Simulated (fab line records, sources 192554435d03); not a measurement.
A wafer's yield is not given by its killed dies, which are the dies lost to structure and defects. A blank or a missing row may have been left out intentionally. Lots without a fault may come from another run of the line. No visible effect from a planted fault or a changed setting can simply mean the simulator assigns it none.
One fault through the eyes of 2 desks ; flow n5Finfet ; each desk has only its own numbers; what lay behind them comes last

FOR THE TOOL OWNER'S DESK: aldSin-04
The tool's own readings at N5_BEOL_M0_SAQP_ALD_48 (deposits SiO2, target thk 20 nm, pulse time 1 s, co reactant pulse time 1 s): means of the sampled wafers that have a number, for each lot that ran on this tool. The brackets show how far a lot's mean lies from the usual mean; more than 4 standard deviations puts the lot out of limits, marked OUT.
Columns: A = heaterPowerW at N5_BEOL_M0_SAQP_ALD_48, usual 76 W; B = precursorPulseHeightRel at N5_BEOL_M0_SAQP_ALD_48, usual 1.002
lot;first seen here;A;B
L476;day 9 01:48;74;1.006
L481;day 10 09:28;84;1.000
L482;day 10 13:46;84;1.026
L484;day 11 03:32;85;0.994
This desk found nothing out of limits on any of the 4 lots.

METROLOGY DESK
Means of the sampled wafers that have a number, per lot and without regard to the tool the lot ran on: this is what the gauges read. The brackets show how far a lot's mean lies from the usual mean; more than 4 standard deviations puts the lot out of limits, marked OUT. Shown here are 7 of its 10 readings, the ones lying furthest out on some lot.
Columns: A = DIBL_P at N5_BEOL_M4_RC_MEAS_101, usual 36.3 mV/V; B = IOFF_N at N5_BEOL_M4_RC_MEAS_101, usual 0.16 nA/um; C = IOFF_P at N5_BEOL_M4_RC_MEAS_101, usual 0.21 nA/um; D = SS_N at N5_BEOL_M4_RC_MEAS_101, usual 71.6 mV/dec; E = SS_P at N5_BEOL_M4_RC_MEAS_101, usual 73.3 mV/dec; F = VT_N at N5_BEOL_M4_RC_MEAS_101, usual 250 mV; G = VT_P at N5_BEOL_M4_RC_MEAS_101, usual -251 mV
lot;first seen here;A;B;C;D;E;F;G
L476;day 11 21:16;40.0;0.20;0.27;72.6;74.8;250;-246
L482;day 13 20:31;35.8;0.16;0.18;71.6;73.0;249;-254
L485;day 14 01:37;37.3;0.18;0.21;71.9;74.2;248;-248
L484;day 14 06:01;37.5;0.20;0.23;71.9;74.1;246;-252
L481;day 14 06:43;34.8;0.16;0.18;71.3;73.3;250;-252
This desk found nothing out of limits on any of the 5 lots.

PUT TOGETHER
The desk of the tool owner found nothing out of limits.
Metrology desk: nothing out of limits seen.

WHAT THE SIMULATOR HAD INSERTED
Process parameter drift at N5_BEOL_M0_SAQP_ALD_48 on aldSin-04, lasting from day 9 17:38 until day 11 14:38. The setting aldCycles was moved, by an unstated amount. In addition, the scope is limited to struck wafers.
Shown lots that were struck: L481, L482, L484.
